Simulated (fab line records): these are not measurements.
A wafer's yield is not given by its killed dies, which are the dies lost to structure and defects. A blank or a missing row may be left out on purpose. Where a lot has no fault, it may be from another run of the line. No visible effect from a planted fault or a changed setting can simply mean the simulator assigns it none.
fab line records    flow n5_finfet
[record] lots = 7  wafers = 21  last_day = 17
route steps=1938 shown BEOL_M2@900 BEOL_M4@1111 PASSIVATION@1936
lots with no fault: from the same line, run without faults
start_h: the number of hours between the record's first day and the start of the first shown wafer of the lot    wait_h: how many hours have passed since the lot's step before this one    " as in the row above    L1.1+2: several wafers, shown together as one row    - no value, or no start was given    * or withheld: withheld    < > ~ a bound
route shown NAME@n: names a module that has steps shown in the file, with the first one's number in the route    usual: mean/standard deviation taken from wafers without a fault    same: alike in all rows    chamber/n: place in a boat    sites: each site's reading    _std_site: standard deviation of those values    _edge_site: the outer-site mean with the inner-site mean subtracted    radius_mm: for every site, how far away it sits from the centre of the wafer    mask NAME#n: copy n    behind: the last tool/chamber to shape the wafer    hold: reason for holding the lot/hours on hold/outcome of the hold    device: whichever transistor did not switch (one of n, p or np)    end of line: tests of these same wafers at the route's end    a step given without rows: its recipe and nothing more    killed: the dies lost at the first sort to structure and to defects; this is not the yield of the wafer    map: per-die view of a wafer (x killed, . not killed, _ where there is no die)
set.NAME: the run value of the setting; set.NAME@STEP: its run value at that earlier step    model.NAME: the simulator's own value behind a step, which no gauge read
certain route steps with their lots: each step a table, each wafer a row
services: the hour from which a tool's chamber was out of use, counted from the record's first day as start_h (under 0 if before that day), plus the number of hours and why
[[steps]]
[step N5_BEOL_M2_PRE_CLEAN_45]
[recipe] gas = H2/He  time_s = 30  temp_c = 250
[step N5_BEOL_M2_ALD_84]
[recipe] material = TaN  target_thk_a = *  temp_c = 275  ald_precursor_family = PDMAT  ald_co_reactant = NH3  pressure_torr = 3  carrier_flow_sccm = 1500  pulse_time_s = 2  purge_time_s = 3  co_reactant_purge_time_s = 2  co_reactant_pulse_time_s = 3  ald_cycles = 30  precursor_vessel_temp_c = 75  precursor_vessel_pressure_torr = 26.25  precursor_vessel_carrier_sccm = 1000
[usual] heater_power_outer_w = 230/14  heater_power_w = 414/38
lot.wafer  tool          chamber  start_h  wait_h  heater_power_outer_w  heater_power_w
L517.1     ald_metal-02  0        140.05   0.0     228                   451
L517.4     "             3        "        "       227                   383
L517.6     "             0        "        "       232                   447
L524.4     ald_metal-02  0        184.94   0.0     225                   433
L524.5     "             3        "        "       231                   384
L524.6     "             2        "        "       223                   417
L534.3     ald_metal-03  3        243.51   0.0     238                   466
L534.4     "             1        "        "       215                   383
L534.6     "             1        "        "       222                   376
L535.4     ald_metal-02  3        250.86   0.1     242                   392
L535.5     "             1        "        "       207                   374
L535.6     "             0        "        "       231                   434
L536.4     ald_metal-01  0        253.84   0.0     212                   401
L536.5     "             2        "        "       219                   405
L536.6     "             3        "        "       239                   401
L539.1     ald_metal-03  0        266.27   0.2     264                   535
L539.5     "             0        "        "       274                   510
L539.6     "             1        "        "       216                   393
L540.2     ald_metal-03  1        275.52   0.1     224                   389
L540.4     "             3        "        "       236                   472
L540.5     "             1        "        "       220                   377
[step N5_BEOL_M2_SURFACE_TREAT_85]
[recipe] gas = Ar  time_s = *  ion_energy_ev = *  ion_current_ma_cm2 = 0.5  pressure_mtorr = *  ar_flow_sccm = 30
[step N5_BEOL_M2_CVD_47]
[recipe] material = Co  target_thk_a = 30  temp_c = withheld  precursor = CCTBA/H2  pressure_torr = 30  time_s = 223.8
[step N5_BEOL_M2_SPUTTER_48]
[recipe] material = Cu  target_thk_a = 45  temp_c = -20  chamber_pressure_pa = 0.07  power_w = withheld  time_s = 8.29
[step N5_BEOL_M2_ANNEAL_49]
[recipe] temp_c = 400  time_s = 240  ambient = vacuum
[step N5_BEOL_M2_SPUTTER_79]
[recipe] material = Cu  target_thk_a = 45  temp_c = -20  chamber_pressure_pa = 0.07  power_w = withheld  time_s = 8.29
[usual] chamber_pressure_pa = 0.06999/0.00014  chuck_gas_flow_sccm = 1.27/0.054  chuck_sensor_temp_C = -16.1/0.39  throttle_valve_pct = 30.3/1.2
lot.wafer  tool            chamber  start_h  wait_h  chamber_pressure_pa  chuck_gas_flow_sccm  chuck_sensor_temp_C  throttle_valve_pct
L517.1     pvd_sputter-02  -        140.79   0.1     0.07                 1.32                 -15.9                29.1
L517.4     "               -        "        "       0.06993              1.32                 -16.3                28.4
L517.6     "               -        "        "       0.06997              1.30                 -16.0                29.7
L524.4     pvd_sputter-03  -        185.71   0.1     0.06998              1.24                 -15.8                30.4
L524.5     "               -        "        "       0.06981              1.30                 -15.8                30.7
L524.6     "               -        "        "       0.07008              1.21                 -15.7                30.0
L534.3     pvd_sputter-03  -        244.22   0.1     0.07011              1.33                 -15.7                29.6
L534.4     "               -        "        "       0.06978              1.27                 -15.3                30.6
L534.6     "               -        "        "       0.0698               1.35                 -16.2                29.4
L535.4     pvd_sputter-03  -        253.30   0.1     0.07002              1.27                 -15.7                29.6
L535.5     "               -        "        "       0.06997              1.28                 -16.2                29.6
L535.6     "               -        "        "       0.06988              1.22                 -15.8                30.3
L536.4     pvd_sputter-02  -        256.39   0.1     0.07009              1.36                 -16.5                27.9
L536.5     "               -        "        "       0.06971              1.23                 -15.9                29.6
L536.6     "               -        "        "       0.07006              1.25                 -16.7                28.0
L539.1     pvd_sputter-01  -        267.38   0.1     0.07008              1.29                 -15.3                31.9
L539.5     "               -        "        "       0.06989              1.24                 -16.8                31.9
L539.6     "               -        "        "       0.07001              1.29                 -16.5                31.6
L540.2     pvd_sputter-02  -        276.35   0.1     0.0699               1.15                 -16.5                28.1
L540.4     "               -        "        "       0.06998              1.25                 -16.4                28.6
L540.5     "               -        "        "       0.06998              1.29                 -16.6                28.1
[step N5_BEOL_M2_ANNEAL_80]
[recipe] temp_c = 400  time_s = 240  ambient = vacuum
[usual] heater_power_w = 846/83
lot.wafer  tool            chamber  start_h  wait_h  heater_power_w
L517.1     pvd_sputter-02  -        140.87   0.0     842
L517.4     "               -        "        "       851
L517.6     "               -        "        "       831
L524.4     pvd_sputter-03  -        185.79   0.0     968
L524.5     "               -        "        "       1000
L524.6     "               -        "        "       731
L534.3     pvd_sputter-03  -        244.30   0.0     724
L534.4     "               -        "        "       694
L534.6     "               -        "        "       908
L535.4     pvd_sputter-03  -        253.38   0.0     727
L535.5     "               -        "        "       896
L535.6     "               -        "        "       1003
L536.4     pvd_sputter-02  -        256.47   0.0     970
L536.5     "               -        "        "       832
L536.6     "               -        "        "       954
L539.1     pvd_sputter-01  -        267.46   0.0     860
L539.5     "               -        "        "       807
L539.6     "               -        "        "       818
L540.2     pvd_sputter-02  -        276.43   0.0     936
L540.4     "               -        "        "       856
L540.5     "               -        "        "       959
[step N5_BEOL_M2_SPUTTER_81]
[recipe] material = Cu  target_thk_a = 45  temp_c = -20  chamber_pressure_pa = 0.07  power_w = withheld  time_s = 8.29
[usual] chamber_pressure_pa = 0.07002/0.00013  chuck_gas_flow_sccm = 1.27/0.051  chuck_sensor_temp_C = -16.1/0.4  throttle_valve_pct = 30.2/1.2
lot.wafer  tool            chamber  start_h  wait_h  chamber_pressure_pa  chuck_gas_flow_sccm  chuck_sensor_temp_C  throttle_valve_pct
L517.1     pvd_sputter-02  -        141.01   0.1     0.06973              1.24                 -16.0                29.4
L517.4     "               -        "        "       0.06975              1.26                 -16.5                28.8
L517.6     "               -        "        "       0.06986              1.37                 -16.0                29.7
L524.4     pvd_sputter-03  -        185.93   0.1     0.06973              1.25                 -15.7                30.7
L524.5     "               -        "        "       0.06997              1.23                 -15.9                30.2
L524.6     "               -        "        "       0.06991              1.27                 -15.6                29.9
L534.3     pvd_sputter-03  -        244.44   0.1     0.06999              1.26                 -15.9                29.8
L534.4     "               -        "        "       0.06991              1.27                 -15.6                30.6
L534.6     "               -        "        "       0.07011              1.29                 -16.0                29.5
L535.4     pvd_sputter-03  -        253.52   0.1     0.07006              1.24                 -16.0                29.6
L535.5     "               -        "        "       0.07014              1.21                 -16.1                29.4
L535.6     "               -        "        "       0.07002              1.22                 -15.9                30.4
L536.4     pvd_sputter-02  -        256.61   0.1     0.06979              1.25                 -16.6                28.0
L536.5     "               -        "        "       0.07011              1.23                 -16.3                29.7
L536.6     "               -        "        "       0.07008              1.19                 -16.8                27.9
L539.1     pvd_sputter-01  -        267.60   0.1     0.06994              1.24                 -15.5                31.9
L539.5     "               -        "        "       0.06988              1.28                 -16.5                31.9
L539.6     "               -        "        "       0.06969              1.37                 -16.5                31.2
L540.2     pvd_sputter-02  -        276.57   0.1     0.06992              1.27                 -16.6                28.1
L540.4     "               -        "        "       0.06994              1.20                 -16.4                28.7
L540.5     "               -        "        "       0.06991              1.22                 -16.6                28.2
[step N5_BEOL_M2_ANNEAL_82]
[recipe] temp_c = 400  time_s = 240  ambient = vacuum
[step N5_BEOL_M2_SPUTTER_86]
[recipe] material = Cu  target_thk_a = 45  temp_c = -20  chamber_pressure_pa = 0.07  power_w = withheld  time_s = 8.29
[step N5_BEOL_M2_ANNEAL_87]
[recipe] temp_c = 400  time_s = 240  ambient = vacuum
[step N5_BEOL_M2_SPUTTER_88]
[recipe] material = Cu  target_thk_a = 45  temp_c = -20  chamber_pressure_pa = 0.07  power_w = withheld  time_s = 8.29
[usual] chamber_pressure_pa = 0.07001/0.00015  chuck_gas_flow_sccm = 1.26/0.047  chuck_sensor_temp_C = -16.1/0.38  throttle_valve_pct = 30.3/1.2
lot.wafer  tool            chamber  start_h  wait_h  chamber_pressure_pa  chuck_gas_flow_sccm  chuck_sensor_temp_C  throttle_valve_pct
L517.1     pvd_sputter-02  -        141.45   0.1     0.06994              1.30                 -15.9                29.2
L517.4     "               -        "        "       0.06994              1.31                 -16.3                28.7
L517.6     "               -        "        "       0.07017              1.24                 -16.0                29.7
L524.4     pvd_sputter-03  -        186.37   0.1     0.06982              1.24                 -15.7                30.4
L524.5     "               -        "        "       0.07022              1.25                 -15.8                30.3
L524.6     "               -        "        "       0.06987              1.25                 -15.7                29.9
L534.3     pvd_sputter-03  -        244.88   0.1     -                    -                    -                    -
L534.4     "               -        "        "       -                    -                    -                    -
L534.6     "               -        "        "       -                    -                    -                    -
L536.4     pvd_sputter-02  -        257.05   0.1     -                    -                    -                    -
L536.5     "               -        "        "       -                    -                    -                    -
L536.6     "               -        "        "       -                    -                    -                    -
L535.4     pvd_sputter-03  -        257.58   0.1     -                    -                    -                    -
L535.5     "               -        "        "       -                    -                    -                    -
L535.6     "               -        "        "       -                    -                    -                    -
L539.1     pvd_sputter-01  -        268.04   0.1     0.06991              1.28                 -15.3                31.9
L539.5     "               -        "        "       0.06993              1.29                 -16.7                31.9
L539.6     "               -        "        "       0.07033              1.26                 -16.3                31.4
L540.2     pvd_sputter-02  -        277.01   0.1     0.06998              1.26                 -16.6                28.0
L540.4     "               -        "        "       0.06986              1.27                 -16.2                28.7
L540.5     "               -        "        "       0.06982              1.12                 -16.5                28.1
[step N5_BEOL_M2_ANNEAL_89]
[recipe] temp_c = 400  time_s = 240  ambient = vacuum
[usual] heater_power_w = 845/81
lot.wafer  tool            chamber  start_h  wait_h  heater_power_w
L517.1     pvd_sputter-02  -        141.53   0.0     819
L517.4     "               -        "        "       851
L517.6     "               -        "        "       809
L524.4     pvd_sputter-03  -        186.45   0.0     993
L524.5     "               -        "        "       986
L524.6     "               -        "        "       742
L534.3     pvd_sputter-03  -        244.96   0.0     707
L534.4     "               -        "        "       715
L534.6     "               -        "        "       881
L536.4     pvd_sputter-02  -        257.13   0.0     961
L536.5     "               -        "        "       821
L536.6     "               -        "        "       977
L535.4     pvd_sputter-03  -        257.66   0.0     738
L535.5     "               -        "        "       875
L535.6     "               -        "        "       982
L539.1     pvd_sputter-01  -        268.12   0.0     890
L539.5     "               -        "        "       792
L539.6     "               -        "        "       799
L540.2     pvd_sputter-02  -        277.09   0.0     927
L540.4     "               -        "        "       843
L540.5     "               -        "        "       951
[step N5_BEOL_M4_RC_MEAS_101]
[usual] DIBL_N = 37.2/1.8  DIBL_P = 37.5/2.5  IOFF_N = 0.17/0.038  IOFF_P = 0.24/0.046  ION_N = 681/13  ION_P = 469/8.5  SS_N = 71.7/0.6  SS_P = 73.6/0.69  VT_N = 249/3.4  VT_P = -248/3.6
lot.wafer  tool       chamber  start_h  wait_h  DIBL_N[mV/V]  DIBL_P[mV/V]  IOFF_N[nA/um]  IOFF_P[nA/um]  ION_N[uA/um]  ION_P[uA/um]  SS_N[mV/dec]  SS_P[mV/dec]  VT_N[mV]  VT_P[mV]
L517.1     prober-01  0        163.16   0.0     36.2          34.5          0.16           0.23           668           457           71.2          73.1          250       -246
L517.4     "          0        "        "       33.5          31.2          0.12           0.19           656           467           71.2          72.8          253       -250
L517.6     "          0        "        "       37.2          34.5          0.16           0.24           661           460           72.9          73.0          252       -247
L524.4     prober-01  0        207.64   0.5     37.6          34.8          0.15           0.19           679           463           71.4          73.5          251       -252
L524.5     "          0        "        "       38.0          36.3          0.17           0.21           686           466           71.4          73.5          245       -249
L524.6     "          0        "        "       37.1          34.4          0.14           0.18           678           462           71.6          73.3          252       -252
L534.3     prober-01  0        269.76   0.3     38.1          40.6          0.22           0.29           688           474           71.6          75.0          245       -245
L534.4     "          0        "        "       36.3          37.7          0.16           0.22           678           466           71.5          73.3          252       -251
L534.6     "          0        "        "       35.1          36.9          0.14           0.21           657           459           70.9          72.9          254       -250
L536.4     prober-01  0        287.88   0.5     37.8          39.0          0.20           0.25           697           472           71.6          73.8          247       -251
L536.5     "          0        "        "       41.4          42.5          0.28           0.32           705           476           72.7          74.9          240       -244
L536.6     "          0        "        "       36.2          36.3          0.15           0.20           659           458           71.3          73.1          253       -252
L535.4     prober-02  0        288.17   0.5     35.1          35.0          0.12           0.15           664           447           70.9          72.2          255       -259
L535.5     "          0        "        "       34.1          34.2          0.11           0.14           657           447           70.4          72.4          254       -258
L535.6     "          0        "        "       38.0          39.2          0.18           0.22           685           463           71.5          73.5          246       -252
L539.1     prober-01  0        295.26   0.0     32.8          32.0          0.11           0.16           665           466           70.5          72.1          256       -252
L539.5     "          0        "        "       37.1          37.5          0.18           0.24           685           470           71.8          73.7          249       -249
L539.6     "          0        "        "       36.1          36.4          0.16           0.22           682           470           71.8          72.9          252       -245
L540.2     prober-02  0        298.54   0.2     35.9          35.8          0.14           0.22           668           462           72.0          74.1          253       -250
L540.4     "          0        "        "       35.2          34.7          0.13           0.19           667           463           71.9          72.3          252       -253
L540.5     "          0        "        "       35.5          35.1          0.13           0.20           670           457           71.6          72.6          252       -249
[step N5_PASSIVATION_PROBE_49]
[usual] defect_limited_yield = 91.2/1.4  killed_at_M0_to_M3 = 32/10  killed_at_M4_up = 14/6.2  killed_at_contacts = 12/6.3  killed_at_front_end = 42/13  killed_at_other = 4/3.4  killed_dies = 104/17  killed_open = 67/12  killed_short = 34/8.1  sort_bin_4_leakage = 0.02/0.13  sort_bin_5_function = 5.2/0.93  sort_bin_6_memory = 3.2/0.65  sort_n_pass = 1075/16  sort_yield_pct = 91.1/1.4
[same] gross_dies = 1180  killed_at_back_side = 0  sort_bin_8_speed[%] = 0
lot.wafer  tool       chamber  start_h  wait_h  defect_limited_yield[%]  killed_at_M0_to_M3  killed_at_M4_up  killed_at_contacts  killed_at_front_end  killed_at_other  killed_dies  killed_open  killed_short  sort_bin_4_leakage[%]  sort_bin_5_function[%]  sort_bin_6_memory[%]  sort_n_pass  sort_yield_pct[%]
L517.1     prober-01  -        264.56   0.1     90.9                     30                  24               7                   38                   8                107          75           30            0                      5.7                     3.1                   1073         90.9
L517.4     prober-01  -        264.71   0.3     93.6                     19                  22               18                  16                   1                76           52           22            0                      4.2                     2.2                   1104         93.6
L517.6     prober-01  -        264.81   0.4     92.0                     30                  9                14                  40                   1                94           64           27            0                      5.0                     2.9                   1086         92.0
L524.4     prober-01  -        306.08   0.2     93.7                     21                  17               5                   31                   0                74           49           24            0                      3.3                     2.9                   1106         93.7
L524.5     prober-01  -        306.13   0.2     92.2                     29                  11               10                  40                   2                92           60           29            0                      4.7                     2.8                   1088         92.2
L524.6     prober-01  -        306.18   0.3     93.1                     26                  7                11                  35                   2                81           52           23            0                      4.0                     2.4                   1099         93.1
L534.3     prober-01  -        367.64   0.1     90.0                     39                  22               9                   46                   2                118          76           36            0                      6.1                     3.2                   1062         90.0
L534.4     prober-01  -        367.69   0.2     88.6                     36                  11               19                  55                   13               134          81           48            0                      5.8                     4.8                   1046         88.6
L534.6     prober-01  -        367.79   0.3     90.3                     37                  31               6                   39                   1                114          69           34            0                      5.8                     3.6                   1066         90.3
L536.4     prober-01  -        388.81   0.2     90.8                     50                  17               13                  22                   7                109          70           29            0                      5.5                     3.2                   1071         90.8
L536.5     prober-01  -        388.86   0.2     89.7                     44                  23               12                  29                   14               122          71           46            0.25                   6.0                     4.1                   1055         89.4
L536.6     prober-01  -        388.91   0.3     89.4                     64                  19               8                   27                   7                125          75           42            0                      6.2                     4.2                   1055         89.4
L535.4     prober-01  -        393.83   0.2     89.9                     53                  10               13                  41                   2                119          72           40            0                      5.8                     3.8                   1061         89.9
L535.5     prober-01  -        393.88   0.2     89.7                     47                  15               17                  38                   4                121          85           28            0                      5.9                     4.1                   1059         89.7
L535.6     prober-01  -        393.93   0.3     90.4                     42                  3                12                  54                   2                113          68           39            0                      6.1                     2.8                   1067         90.4
L540.2     prober-02  -        402.38   0.1     91.8                     28                  12               7                   42                   8                97           58           32            0                      4.9                     2.6                   1083         91.8
L540.4     prober-02  -        402.48   0.2     93.6                     30                  11               2                   27                   5                75           47           22            0                      3.6                     2.2                   1105         93.6
L540.5     prober-02  -        402.53   0.2     91.4                     32                  16               3                   37                   13               101          56           39            0                      4.8                     2.8                   1079         91.4
L539.1     prober-01  -        404.22   0.0     91.6                     27                  7                13                  48                   4                99           61           32            0                      4.7                     3.1                   1081         91.6
L539.5     prober-01  -        404.42   0.2     91.9                     29                  12               4                   32                   18               95           55           38            0                      4.3                     3.2                   1085         91.9
L539.6     prober-01  -        404.47   0.3     91.9                     33                  6                7                   44                   6                96           56           35            0                      5.3                     2.5                   1084         91.9
// killed by level:class
L517.1 BEOL_M4:geometric_particle:open=13 BEOL_M3:geometric_particle:open=9 FIN_SAQP:geometric_particle:open=7 STI_FIN_REVEAL:geometric_particle:open=6 BEOL_M2:geometric_particle:open=6 FIN_SAQP:geometric_particle:short=5 MOL_CONTACT_COAG:geometric_particle:open=5 DUMMY_GATE:geometric_particle:short=4
L517.4 MOL_CONTACT_COAG:geometric_particle:open=14 BEOL_M4:geometric_particle:open=12 FIN_SAQP:geometric_particle:open=5 MOL_CONTACT_COAG:geometric_particle:short=4 BEOL_M0_SAQP:geometric_particle:short=4 BEOL_M0_SAQP:geometric_particle:open=4 BEOL_M5:geometric_particle:open=4 FIN_SAQP:geometric_particle:short=3
L517.6 STI_FIN_REVEAL:geometric_particle:open=16 MOL_CONTACT_COAG:geometric_particle:open=12 BEOL_M0_SAQP:geometric_particle:open=6 BEOL_M1:geometric_particle:open=6 FIN_SAQP:geometric_particle:open=5 DUMMY_GATE:geometric_particle:open=4 BEOL_M0_SAQP:geometric_particle:short=4 BEOL_M1:geometric_particle:short=4
L524.4 BEOL_M2:geometric_particle:open=12 FIN_SAQP:geometric_particle:open=8 FIN_SAQP:geometric_particle:short=5 GATE_CUT:geometric_particle:short=5 BEOL_M4:geometric_particle:open=5 BEOL_M5:geometric_particle:open=4 STI_FIN_REVEAL:geometric_particle:open=3 GATE_CUT:geometric_particle:open=3
L524.5 FIN_SAQP:geometric_particle:open=17 MOL_CONTACT_COAG:geometric_particle:open=8 BEOL_M1:geometric_particle:open=7 GATE_CUT:geometric_particle:short=6 BEOL_M3:geometric_particle:open=6 BEOL_M2:geometric_particle:short=5 FIN_SAQP:geometric_particle:short=4 STI_FIN_REVEAL:geometric_particle:open=4
L524.6 FIN_SAQP:geometric_particle:open=10 MOL_CONTACT_COAG:geometric_particle:open=10 BEOL_M2:geometric_particle:open=6 BEOL_M2:geometric_particle:short=5 BEOL_M0_SAQP:geometric_particle:open=4 BEOL_M0_SAQP:geometric_particle:short=4 BEOL_M1:geometric_particle:open=4 STARTING-WAFER:geometric_particle:short=4
L534.3 GATE_CUT:geometric_particle:short=8 BEOL_M0_SAQP:geometric_particle:short=8 FIN_SAQP:geometric_particle:open=7 MOL_CONTACT_COAG:geometric_particle:open=7 BEOL_M0_SAQP:geometric_particle:open=7 BEOL_M0:geometric_particle:open=6 STI_FIN_REVEAL:geometric_particle:open=5 SPACER0:geometric_particle:open=5
L534.4 MOL_CONTACT_COAG:geometric_particle:open=16 BEOL_M1:geometric_particle:open=11 DUMMY_GATE:geometric_particle:open=7 FIN_SAQP:geometric_particle:short=6 STI_FIN_REVEAL:geometric_particle:open=6 BEOL_M0_SAQP:geometric_particle:open=6 GATE_CUT:geometric_particle:open=5 FIN_SAQP:geometric_particle:open=4
L534.6 BEOL_M4:geometric_particle:open=15 BEOL_M2:interface_void_opened=10 BEOL_M0_SAQP:geometric_particle:open=9 BEOL_M0_SAQP:geometric_particle:short=9 BEOL_M4:geometric_particle:short=6 DUMMY_GATE:geometric_particle:open=6 MOL_CONTACT_COAG:geometric_particle:open=6 FIN_SAQP:geometric_particle:open=5
L536.4 MOL_CONTACT_COAG:geometric_particle:open=12 BEOL_M1:geometric_particle:open=12 BEOL_M4:geometric_particle:open=9 BEOL_M0_SAQP:geometric_particle:short=8 BEOL_M2:interface_void_opened=7 BEOL_M2:geometric_particle:open=6 BEOL_M5:geometric_particle:open=5 BEOL_M3:geometric_particle:open=5
L536.5 STI_FIN_REVEAL:geometric_particle:open=8 MOL_CONTACT_COAG:geometric_particle:open=8 BEOL_M0_SAQP:geometric_particle:open=8 BEOL_M1:geometric_particle:open=7 BEOL_M2:geometric_particle:open=7 BEOL_M4:geometric_particle:open=6 BEOL_M0_SAQP:geometric_particle:short=6 MIM_BOT:geometric_particle:short=6
L536.6 BEOL_M0_SAQP:geometric_particle:short=11 BEOL_M3:geometric_particle:open=9 BEOL_M0_SAQP:geometric_particle:open=8 BEOL_M1:geometric_particle:open=8 BEOL_M2:interface_void_opened=7 MOL_CONTACT_COAG:geometric_particle:open=6 BEOL_M2:geometric_particle:open=6 DUMMY_GATE:geometric_particle:open=5
L535.4 BEOL_M1:geometric_particle:open=13 MOL_CONTACT_COAG:geometric_particle:open=12 BEOL_M0_SAQP:geometric_particle:open=9 FIN_SAQP:geometric_particle:open=8 BEOL_M0_SAQP:geometric_particle:short=7 FIN_SAQP:geometric_particle:short=6 GATE_CUT:geometric_particle:short=6 BEOL_M1:geometric_particle:short=6
L535.5 MOL_CONTACT_COAG:geometric_particle:open=17 BEOL_M1:geometric_particle:open=13 STI_FIN_REVEAL:geometric_particle:open=11 BEOL_M3:geometric_particle:open=9 BEOL_M2:interface_void_opened=8 STARTING-WAFER:geometric_particle:open=7 FIN_SAQP:geometric_particle:short=6 BEOL_M0_SAQP:geometric_particle:short=5
L535.6 FIN_SAQP:geometric_particle:short=16 FIN_SAQP:geometric_particle:open=15 STI_FIN_REVEAL:geometric_particle:open=13 BEOL_M1:geometric_particle:open=12 MOL_CONTACT_COAG:geometric_particle:open=9 BEOL_M0_SAQP:geometric_particle:short=6 BEOL_M1:geometric_particle:short=6 BEOL_M3:geometric_particle:open=5
L540.2 STI_FIN_REVEAL:geometric_particle:open=12 BEOL_M0_SAQP:geometric_particle:short=11 BEOL_M4:geometric_particle:open=8 DUMMY_GATE:geometric_particle:open=7 STI_FIN_REVEAL:geometric_particle:short=5 MOL_CONTACT_COAG:geometric_particle:open=5 HKMG_FIN:area_etch=5 BEOL_M0_SAQP:geometric_particle:open=4
L540.4 STI_FIN_REVEAL:geometric_particle:open=13 BEOL_M0_SAQP:geometric_particle:short=9 BEOL_M0_SAQP:geometric_particle:open=6 HKMG_FIN:area_etch=5 BEOL_M0:geometric_particle:open=4 BEOL_M3:geometric_particle:open=4 BEOL_M4:geometric_particle:open=4 DUMMY_GATE:geometric_particle:open=3
L540.5 BEOL_M0_SAQP:geometric_particle:short=10 BEOL_M4:geometric_particle:open=8 STI_FIN_REVEAL:geometric_particle:open=7 BEOL_M0:geometric_particle:open=7 BEOL_M0_SAQP:geometric_particle:open=6 GATE_CUT:geometric_particle:short=5 STARTING-WAFER:geometric_particle:open=5 FIN_SAQP:geometric_particle:short=4
L539.1 MOL_CONTACT_COAG:geometric_particle:open=10 STI_FIN_REVEAL:geometric_particle:open=10 DUMMY_GATE:geometric_particle:open=8 BEOL_M2:geometric_particle:open=8 BEOL_M3:geometric_particle:open=7 STARTING-WAFER:geometric_particle:short=6 HKMG_FIN:area_etch=6 MOL_CONTACT_COAG:geometric_particle:short=3
L539.5 PAD_METAL:geometric_particle:short=10 STI_FIN_REVEAL:geometric_particle:open=7 BEOL_M1:geometric_particle:open=6 BEOL_M0_SAQP:geometric_particle:short=5 BEOL_M3:geometric_particle:open=5 PASS1_CAP:geometric_particle:short=5 DUMMY_GATE:geometric_particle:open=4 ILD0:geometric_particle:open=4
L539.6 FIN_SAQP:geometric_particle:short=12 BEOL_M3:geometric_particle:open=8 BEOL_M2:geometric_particle:open=7 DUMMY_GATE:geometric_particle:open=6 STARTING-WAFER:geometric_particle:open=6 STI_FIN_REVEAL:geometric_particle:open=4 MOL_CONTACT_COAG:geometric_particle:open=4 BEOL_M0_SAQP:geometric_particle:short=4
[[services]]
tool          chamber  start_h  hours  kind
ald_metal-02  2        118.07   26.1   repair
ald_metal-03  0        127.49   7.0    repair
ald_metal-02  -        168.03   1.5    repair
ald_metal-01  2        230.46   4.9    repair
ald_metal-03  -        235.33   6.0    pm
ald_metal-02  -        274.41   0.6    repair
[[key]]
[first_sign] step = N5_BEOL_M2_SPUTTER_88  reading = tool_record  direction = missing
effect none on later readings
met_at N5_BEOL_M2_SPUTTER_88
struck_wafers L534.3,L534.4,L534.6,L535.4,L535.5,L535.6,L536.4,L536.5,L536.6
onset_between 186.37 244.88
[fault] kind = skipped_step_whole  tool = pvd_sputter-02,pvd_sputter-03  chamber = -  onset_h = 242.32  steps = N5_BEOL_M2_SPUTTER_88  scope = struck_lots_only
